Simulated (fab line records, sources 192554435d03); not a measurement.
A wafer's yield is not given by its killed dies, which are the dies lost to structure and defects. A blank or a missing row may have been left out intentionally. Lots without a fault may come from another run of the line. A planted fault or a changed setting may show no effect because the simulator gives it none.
Chamber matching + flow n5Finfet + 4 sister chambers for N5_BEOL_M1_VIA_ETCH_34 on rieDiel-03
The step etches the open film in C4F6/O2, target depth 67.8 nm, time 64.4 s. 8 wafers are shown with their chamber, then 10 later ones without.

WAFERS PAIRED WITH THEIR CHAMBERS
| wafer  | chamber | throttleValvePct (%) | rfVppV (V) |
|--------|---------|----------------------|------------|
| L082.4 | 2       | 31.1                 | 641        |
| L085.3 | 3       | 30.9                 | 671        |
| L085.4 | 0       | 30.5                 | 682        |
| L089.1 | 0       | 30.5                 | 684        |
| L089.2 | 2       | 31.2                 | 640        |
| L089.6 | 1       | 30.5                 | 651        |
| L090.1 | 3       | 30.9                 | 671        |
| L090.2 | 1       | 30.5                 | 650        |

WAFERS WITHOUT THEIR CHAMBER
| wafer  | throttleValvePct (%) | rfVppV (V) |
|--------|----------------------|------------|
| L090.4 | 31.1                 | 640        |
| L091.4 | 30.9                 | 671        |
| L091.5 | 30.9                 | 673        |
| L091.6 | 30.5                 | 681        |
| L092.1 | 30.5                 | 652        |
| L092.3 | 31.1                 | 641        |
| L092.4 | 30.9                 | 673        |
| L094.1 | 31.1                 | 642        |
| L094.3 | 30.9                 | 671        |
| L094.5 | 31.1                 | 641        |

WHICH CHAMBER EACH WENT THROUGH
| wafer  | from the rows above | in truth |
|--------|---------------------|----------|
| L090.4 | 2                   | 2        |
| L091.4 | 3                   | 3        |
| L091.5 | 3                   | 3        |
| L091.6 | 0                   | 0        |
| L092.1 | 1                   | 1        |
| L092.3 | 2                   | 2        |
| L092.4 | 3                   | 3        |
| L094.1 | 2                   | 2        |
| L094.3 | 3                   | 3        |
| L094.5 | 2                   | 2        |
Correct placement for 10 of the 10. Can't be placed from these rows: 0. 0 placed wrongly.
How it was worked out, from the rows above alone: a wafer's distance from a chamber is the root of the sum, over the readings, of the square of ((its reading less the chamber's mean) divided by the reading's scatter). The wafer belongs to the nearest chamber; if the next one is less than 2 further off, it can't be placed. The mean given for a chamber averages the wafers shown for that chamber. The scatter is the square root of a quotient: the sum, over the shown wafers, of each reading's squared deviation from its chamber's mean, divided by wafers minus chambers.
